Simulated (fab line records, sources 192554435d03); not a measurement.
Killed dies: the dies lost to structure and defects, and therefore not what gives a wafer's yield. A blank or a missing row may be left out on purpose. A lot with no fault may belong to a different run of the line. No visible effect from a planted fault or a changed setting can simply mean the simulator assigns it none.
Which tool was responsible? :: flow n5 finfet :: 10 lots, 30 wafers sampled, at 1 step of a route of 1938

WHAT EACH GAUGE READ, for each wafer
N5_BEOL_M5_OVL_MEAS_29.
lot: L126
measured: day 8 21:44
on: overlay-01
V4_OVL (nm): 0.1 0.3 0.4

lot: L127
measured: day 9 14:31
on: overlay-02
V4_OVL (nm): 0.4 1.1 1.1

lot: L128
measured: day 9 18:09
on: overlay-02
V4_OVL (nm): -0.3 -1.2 0.3

lot: L131
measured: day 11 03:13
on: overlay-02
V4_OVL (nm): -0.3 0.6 -0.8

lot: L134
measured: day 11 10:19
on: overlay-02
V4_OVL (nm): -0.3 1.1 -0.5

lot: L141
measured: day 12 20:26
on: overlay-02
V4_OVL (nm): -0.2 0.4 0.2

lot: L138
measured: day 12 20:31
on: overlay-01
V4_OVL (nm): -1.6 0.9 -0.9

lot: L144
measured: day 13 23:29
on: overlay-02
V4_OVL (nm): 0.1 -0.4 0.6

lot: L145
measured: day 14 04:31
on: overlay-01
V4_OVL (nm): 1.2 1.0 -1.0

lot: L147
measured: day 14 04:34
on: overlay-02
V4_OVL (nm): 0.8 -0.9 -0.3

TOOL THAT RAN EACH LOT (tool first, then ch and the chambers of the sampled wafers, then the start)
Record: no process step prior to these readings.

WHAT THE TOOLS THEMSELVES READ (means of the sampled wafers that have a number; where no wafer has one, the mark that the record gives instead)
The record holds no such reading with a usual standard deviation.

THE ANSWER, worked out from the rows above alone
Rule: what is usual is taken from the lots themselves. The widest of any qualifying gaps counts: lots, ordered by their means at a reading, are off when they make up no more than a third of the lots, leave a main group of 4 or more, and stand apart from it by 3 or more times the standard deviation of that group's means. A main group whose means are all the same, to the digits that the tables above print for the reading, isn't used. A lot without any number at a reading at which 4 lots or more have one is off too. The other lots that the step has rows for count as sound. Order of review: gauges by route order, followed by the tools' own readings, for which a lot's mean as printed above is used. At the first step where some lot is off, the reading lying furthest off is the one used; lots without a number count as furthest.
No lot is off at any reading shown: from this, nothing can be told.

WHAT HAD BEEN PUT IN BY THE SIMULATOR
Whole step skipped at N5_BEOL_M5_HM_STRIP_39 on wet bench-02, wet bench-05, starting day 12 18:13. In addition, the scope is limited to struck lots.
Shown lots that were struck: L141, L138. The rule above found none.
